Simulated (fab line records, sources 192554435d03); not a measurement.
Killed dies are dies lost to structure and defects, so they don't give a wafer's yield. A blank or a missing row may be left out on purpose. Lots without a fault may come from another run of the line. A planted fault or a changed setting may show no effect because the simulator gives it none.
Chamber matching | flow n5_finfet | N5_BEOL_M4_STRIP_66 on rie_diel-05: 4 sister chambers
The step strips in CF4. 24 wafers are shown with their chamber, then 12 later ones without.

WAFERS WITH THEIR CHAMBER
wafer  | chamber | showerhead_plenum_p_Torr (Torr) | throttle_valve_pct (%) | drypump_motor_current_A (A)
L074.1 | 2       | 1.87                            | 13.84                  | 5.6
L074.4 | 1       | 1.76                            | 13.37                  | 6.2
L074.6 | 1       | 1.76                            | 13.37                  | 6.2
L078.2 | 1       | 1.76                            | 13.39                  | 6.2
L078.3 | 0       | 1.83                            | 13.49                  | 5.4
L078.6 | 2       | 1.87                            | 13.84                  | 5.6
L080.2 | 1       | 1.76                            | 13.39                  | 6.2
L080.4 | 1       | 1.76                            | 13.41                  | 6.2
L080.5 | 0       | 1.83                            | 13.50                  | 5.3
L081.1 | 0       | 1.82                            | 13.51                  | 5.4
L081.2 | 3       | 1.76                            | 13.18                  | 5.6
L081.6 | 1       | 1.76                            | 13.40                  | 6.1
L082.1 | 3       | 1.76                            | 13.19                  | 5.5
L082.3 | 0       | 1.83                            | 13.49                  | 5.4
L082.4 | 1       | 1.76                            | 13.40                  | 6.2
L083.2 | 2       | 1.86                            | 13.86                  | 5.6
L083.3 | 1       | 1.76                            | 13.40                  | 6.2
L083.6 | 2       | 1.86                            | 13.87                  | 5.6
L084.1 | 1       | 1.76                            | 13.42                  | 6.2
L084.3 | 0       | 1.82                            | 13.52                  | 5.3
L084.4 | 3       | 1.76                            | 13.20                  | 5.5
L087.1 | 0       | 1.82                            | 13.52                  | 5.3
L087.2 | 1       | 1.76                            | 13.44                  | 6.2
L087.5 | 1       | 1.76                            | 13.43                  | 6.2

SIGNATURES (means of the wafers above)
reading                  | chamber 0 | chamber 1 | chamber 2 | chamber 3 | scatter within a chamber
showerhead_plenum_p_Torr | 1.8250    | 1.7600    | 1.8650    | 1.7600    | 0.00354
throttle_valve_pct       | 13.5050   | 13.4018   | 13.8525   | 13.1900   | 0.0184
drypump_motor_current_A  | 5.350     | 6.191     | 5.600     | 5.533     | 0.0392
Rule: a wafer's distance from a chamber is the root of the sum, over the readings, of the square of ((its reading less the chamber's mean) divided by the reading's scatter). The wafer belongs to the nearest chamber; if the next one is less than 2 further off, it can't be placed. The scatter: the root of (the sum of the squares of (reading less its chamber's mean) over the shown wafers, divided by (wafers less chambers)).

WAFERS WITHOUT THEIR CHAMBER
wafer  | showerhead_plenum_p_Torr (Torr) | throttle_valve_pct (%) | drypump_motor_current_A (A)
L091.2 | 1.76                            | 13.46                  | 6.2
L091.5 | 1.86                            | 13.92                  | 5.6
L091.6 | 1.76                            | 13.24                  | 5.5
L092.1 | 1.86                            | 13.92                  | 5.6
L092.2 | 1.82                            | 13.54                  | 5.4
L092.4 | 1.76                            | 13.26                  | 5.5
L093.2 | 1.82                            | 13.55                  | 5.4
L093.4 | 1.76                            | 13.25                  | 5.6
L093.6 | 1.76                            | 13.26                  | 5.6
L095.2 | 1.86                            | 13.91                  | 5.6
L095.5 | 1.76                            | 13.25                  | 5.5
L095.6 | 1.86                            | 13.92                  | 5.6

WHICH CHAMBER EACH WENT THROUGH
wafer  | from the rows above | in truth
L091.2 | 1                   | 1
L091.5 | 2                   | 2
L091.6 | 3                   | 3
L092.1 | 2                   | 2
L092.2 | 0                   | 0
L092.4 | 3                   | 3
L093.2 | 0                   | 0
L093.4 | 3                   | 3
L093.6 | 3                   | 3
L095.2 | 2                   | 2
L095.5 | 3                   | 3
L095.6 | 2                   | 2
Placed correctly: 12 of 12. Can't be placed from these rows: 0. Placed wrongly: 0.
